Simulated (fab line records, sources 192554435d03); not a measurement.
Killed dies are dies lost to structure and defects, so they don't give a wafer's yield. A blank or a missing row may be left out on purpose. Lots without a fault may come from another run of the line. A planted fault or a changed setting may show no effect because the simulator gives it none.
A struck lot beside a sound one | flow n5_finfet | 16 steps out of a route of 1938
Sound: wafers L513.3, L513.4, L513.6. Struck: wafer L522.2. (L522.4, L522.5 of the same lot were not struck and are left out.) The cause comes at the end.
At each step with rows: each side's tool, then ch and its chambers, then its first start. Under that, the readings that differ: sound wafers | struck wafers | difference of the means | sigmas: that difference in standard deviations of wafers without a fault.
alike: readings whose means differ by less than 2 such deviations, and words and numbers that are the same on both sides. not compared: withheld readings, readings that some wafer has no value for, bounds like >300 that may hide the same value, and numbers for which the record gives no deviation and whose values overlap.
The two part at a step that has a row with sigmas, a row that says differs or no value, or rows on one side only. Numbers that don't overlap but have no deviation are shown without sigmas and don't part them. A reading that every wafer of one side lacks parts them only if that side has two wafers or more.

N5_HKMG_FIN_STRIP_60: strips in N2/H2, time 360 s.
  sound on plasma_asher-02 ch 0,1, day 4 09:41; struck on plasma_asher-01 ch 0, day 6 15:35
  reading                | sound | struck | difference                   | sigmas
  rf_hours_counter_h (h) | - - - | 49     | no value on the sound wafers |
  alike: drypump_motor_current_A, heater_power_w
then, 2 steps without rows for these wafers: N5_HKMG_FIN_WET_ETCH_77 (etches La2O3 in dHCl, stops on HfO2, target depth 2 nm); N5_HKMG_FIN_WET_ETCH_78 (etches Al2O3 in dNH4OH, stops on La2O3, target depth 4.5 nm, rinse time 30 s).
N5_HKMG_FIN_ALD_79: deposits TiN, target thk 1.5 nm, pulse time 1 s, purge time 3 s.
  sound on ald_metal-04 ch 1,2, day 4 10:03; struck on ald_metal-03 ch 0, day 6 16:09
  alike: heater_power_w, precursor_pulse_height_rel
  not compared: ald_cycles
N5_HKMG_FIN_CVD_62: deposits a-Si from Si2H6, target thk 3 nm, time 20.8 s.
  sound on thermal_cvd_si-02 ch 0,1,2, day 4 10:25; struck on thermal_cvd_si-01 ch 0, day 6 16:31
  reading            | sound          | struck | difference | sigmas
  heater_power_w (W) | 1443 1367 1294 | 1707   | +339       | +2
then, 5 steps without rows for these wafers: N5_HKMG_FIN_RTA_80 (time 2 s); N5_HKMG_FIN_PRECLEAN_64 (cleans in dHF, time 30 s); N5_HKMG_FIN_WET_ETCH_65 (etches a-Si in TMAH, stops on TiN, time 49 s, target depth 3 nm); N5_HKMG_FIN_WET_ETCH_81 (etches TiN in SC1, stops on HfO2, time 57 s, target depth 6 nm); N5_HKMG_FIN_WET_ETCH_82 (etches La2O3 in dHCl, stops on HfO2, target depth 2 nm, rinse time 30 s).
N5_HKMG_FIN_ALD_36: deposits TiN, target thk 1 nm, pulse time 1 s, purge time 3 s.
  sound on ald_metal-03 ch 0,2,3, day 4 11:01; struck on ald_metal-02 ch 2, day 6 17:00
  alike: heater_power_w, precursor_pulse_height_rel
  not compared: ald_cycles
N5_HKMG_FIN_THK_MEAS_70: measures by xrf.
  sound on film_metro-02, day 4 11:19; struck on film_metro-02, day 6 17:17
  alike: HK_THK
N5_HKMG_FIN_PWFM_ALD_03: deposits TiN, target thk 2 nm, pulse time 1 s, purge time 3 s.
  sound on ald_metal-02 ch 1,2,3, day 4 11:21; struck on ald_metal-03 ch 3, day 6 17:19
  reading    | sound    | struck | difference | sigmas
  ald_cycles | 91 91 91 | 85     | -6         |
  alike: heater_power_w, precursor_pulse_height_rel
then, 1 step without rows for these wafers: N5_HKMG_FIN_COAT_29 (time 60 s, resist thk 300 nm).
-- the record jumps here: 4 days lie between the struck wafers' starts before and after (it left off in module HKMG_FIN and takes up again in module BEOL_M4, whose first step shown is number 1111 of the route) --
N5_BEOL_M4_RC_MEAS_101:
  sound on prober-01 ch 0, day 8 16:16; struck on prober-01 ch 0, day 10 20:47
  alike: DIBL_N, DIBL_P, IOFF_N, IOFF_P, ION_N, ION_P, SS_N, SS_P, VT_N, VT_P
-- the record jumps here: 4 days lie between the struck wafers' starts before and after (it left off in module BEOL_M4 and takes up again in module PASSIVATION, whose first step shown is number 1936 of the route) --
N5_PASSIVATION_PROBE_49:
  the record has rows for the struck wafers here (prober-02, day 15 01:41) and none for the sound ones

WHERE THEY PART
First at N5_HKMG_FIN_STRIP_60; last, within this record, at N5_PASSIVATION_PROBE_49.

WHY: what the simulator had put in
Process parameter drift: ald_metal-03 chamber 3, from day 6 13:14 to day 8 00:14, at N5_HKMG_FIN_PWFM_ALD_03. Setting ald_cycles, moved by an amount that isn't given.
